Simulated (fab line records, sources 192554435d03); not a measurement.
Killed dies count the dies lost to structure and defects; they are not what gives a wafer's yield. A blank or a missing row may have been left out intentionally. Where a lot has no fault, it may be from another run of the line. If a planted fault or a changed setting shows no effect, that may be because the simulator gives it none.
Struck lot and sound lot, side by side :: flow n5_finfet :: 15 steps out of a route of 1938
Sound: the wafers L297.1, L297.3, L297.4. Struck: wafer L305.6 (L305.1, L305.4, from the same lot, were not struck and are left out); the cause is given at the end.
At each step with rows: each side's tool, then ch and its chambers, then its first start. Under that, the readings that differ: sound wafers :: struck wafers :: difference of the means :: sigmas: that difference in standard deviations of wafers without a fault.
alike: same words and numbers on both sides, and readings whose means sit less than 2 such deviations apart. not compared: any withheld reading, any reading some wafer has no value for, any bound like >300 that may hide the same value, and any number with overlapping values for which the record gives no deviation.
A row with sigmas, a row that says differs or no value, or rows on one side alone: a step with any of these is where the two part. Numbers that have no deviation but don't overlap get no sigmas and don't part them. A reading missing from all wafers of one side parts the sides only when that side holds two or more wafers.

first, 8 steps without rows for these wafers: N5_BEOL_M9_COAT_59 (time 60 s, resist thk 100 nm); N5_BEOL_M9_COAT_60 (time 60 s, resist thk 30 nm); N5_BEOL_M9_COAT_05 (resist thk 90 nm); N5_BEOL_M9_EBR_07; N5_BEOL_M9_SOFTBAKE_06 (time 60 s); N5_BEOL_M9_EXPOSE_08 (exposes mask M9); N5_BEOL_M9_PEB_09 (peb time 60 s); N5_BEOL_M9_DEVELOP_10 (develop time 30 s).
N5_BEOL_M9_CD_MEAS_11 targets a cd of 64.1 nm.
  sound on cd_sem-02 ch 0, day 11 11:44; struck on cd_sem-01 ch 0, day 14 13:47
  alike: cd_nm
N5_BEOL_M9_OVL_MEAS_12:
  sound on overlay-02 ch 0, day 11 11:46; struck on overlay-01 ch 0, day 14 13:49
  alike: M9_OVL
N5_BEOL_M9_INSPECT_13: inspects for defects (brightfield).
  sound on defect_inspect-01, day 11 11:47; struck on defect_inspect-02, day 14 13:50
reading: raw_defect_count
sound: 476 586 472
struck: 277
difference: -234
sigmas: -3
N5_BEOL_M9_DESCUM_16: chemistry O2, time 7.9 s.
  sound on rie_diel-05 ch 0,1,3, day 11 11:50; struck on rie_diel-05 ch 0, day 14 13:53
  alike: drypump_motor_current_A, oes_product_au, rf_vpp_V, showerhead_plenum_p_Torr, throttle_valve_pct
  not compared: rf_hours_counter_h
N5_BEOL_M9_ETCH_61: etches SiARC in CF4, target depth 39 nm, time 65 s.
  sound on rie_diel-05 ch 0,1,3, day 11 11:52; struck on rie_diel-05 ch 0, day 14 13:55
reading: etch_rf_on_time_s (s)
sound: 63.2 64.3 65.8
struck: 76.1
difference: +11.7
sigmas: +7
  alike: drypump_motor_current_A, oes_product_au, rf_vpp_V, showerhead_plenum_p_Torr, throttle_valve_pct
  not compared: rf_hours_counter_h
N5_BEOL_M9_ETCH_62: etches SOC in N2/H2, target depth 110 nm, overetch 22 nm, time 165 s.
  sound on rie_diel-05 ch 0,1,3, day 11 11:55; struck on rie_diel-05 ch 0, day 14 13:58
  alike: drypump_motor_current_A, oes_product_au, rf_vpp_V, showerhead_plenum_p_Torr, throttle_valve_pct
  not compared: rf_hours_counter_h
next, for these wafers, 1 step has no rows: N5_PASSIVATION_PROBE_49.

== WHERE THEY PART ==
Last at N5_BEOL_M9_ETCH_61 as far as this record goes, first at N5_BEOL_M9_INSPECT_13. Later steps at which nothing parts them and some readings are alike: N5_BEOL_M9_ETCH_62.

WHY: what had been put in by the simulator
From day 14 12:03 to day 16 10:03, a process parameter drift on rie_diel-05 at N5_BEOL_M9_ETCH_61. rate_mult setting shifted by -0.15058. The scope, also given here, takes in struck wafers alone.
